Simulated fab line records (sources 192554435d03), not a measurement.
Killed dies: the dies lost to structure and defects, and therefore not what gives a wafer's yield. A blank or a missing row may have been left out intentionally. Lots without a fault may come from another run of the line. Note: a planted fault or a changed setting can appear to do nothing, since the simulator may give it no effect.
2 desks looking at one fault :: flow n5 finfet :: each desk holds nothing but its own numbers, with what lay behind them at the end

== FOR THE TOOL OWNER'S DESK: rie diel-03 ==
The tool's own readings at N5_FIN_SAQP_ETCH_69 (etches SOC in N2/H2, stops on SiNx, target depth 150 nm): means of the sampled wafers that have a number, for each lot that ran on this tool. Marked OUT: a lot whose mean sits more than 4 standard deviations from the usual mean, which makes it out of limits; the brackets give that distance.
Columns: A = drypump motor current A at N5_FIN_SAQP_ETCH_69, usual 5.6 A; B = oes product au at N5_FIN_SAQP_ETCH_69, usual 0.76 a.u.; C = rf fwd power W at N5_FIN_SAQP_ETCH_69, usual 844.2 W; D = rf vpp V at N5_FIN_SAQP_ETCH_69, usual 240.8 V; E = showerhead plenum p Torr at N5_FIN_SAQP_ETCH_69, usual 2.55 Torr; F = throttle valve pct at N5_FIN_SAQP_ETCH_69, usual 17.84 %
lot: L576
first seen here: day 2 20:04
A: 5.9
B: 0.86
C: 845.8
D: 243.4
E: 2.70
F: 18.05

lot: L586
first seen here: day 5 07:24
A: 5.3
B: 0.78
C: 1358.8 (+99 or more) OUT
D: 206.6 (-21) OUT
E: 2.66
F: 18.14

lot: L590
first seen here: day 6 06:49
A: 5.7
B: 0.77
C: 1355.8 (+99 or more) OUT
D: 205.3 (-22) OUT
E: 2.66
F: 18.01
This desk's finding: out of limits on L586, L590; first on L586, day 5 07:24 (rf fwd power W at N5_FIN_SAQP_ETCH_69). In limits: L576.

== METROLOGY DESK ==
Lot by lot, what the gauges showed, no matter which tool ran the lot: averages of those sampled wafers that carry a number. Marked OUT: a lot whose mean sits more than 4 standard deviations from the usual mean, which makes it out of limits; the brackets give that distance.
Columns: A = cd nm at N5_FIN_SAQP_CD_MEAS_27, usual 20.28 nm
lot: L576
first seen here: day 2 19:19
A: 20.33

lot: L584
first seen here: day 4 19:51
A: 20.30

lot: L586
first seen here: day 5 06:39
A: 20.17

lot: L590
first seen here: day 6 06:07
A: 20.28

lot: L591
first seen here: day 6 12:22
A: 20.36

lot: L596
first seen here: day 7 17:24
A: 20.38
Result from this desk: across the 6 lots, nothing is out of limits.

== TAKEN TOGETHER ==
The tool owner's desk had the chance to raise an alarm at day 5 07:24 on L586, L590.
At the metrology desk, nothing out of limits was observed.
The metrology desk has L586, L590 on record, within its limits.
Of the lots named, all ran N5_FIN_SAQP_ETCH_69 on rie diel-03.

== WHAT THE SIMULATOR HAD PUT IN ==
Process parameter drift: rie diel-03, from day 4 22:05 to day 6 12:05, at N5_FIN_SAQP_ETCH_69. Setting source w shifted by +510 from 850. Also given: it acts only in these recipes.
Struck lots among those shown: L586, L590.
Delay in hours, fault start to first out-of-limits reading, by desk: the tool owner's desk at 9.
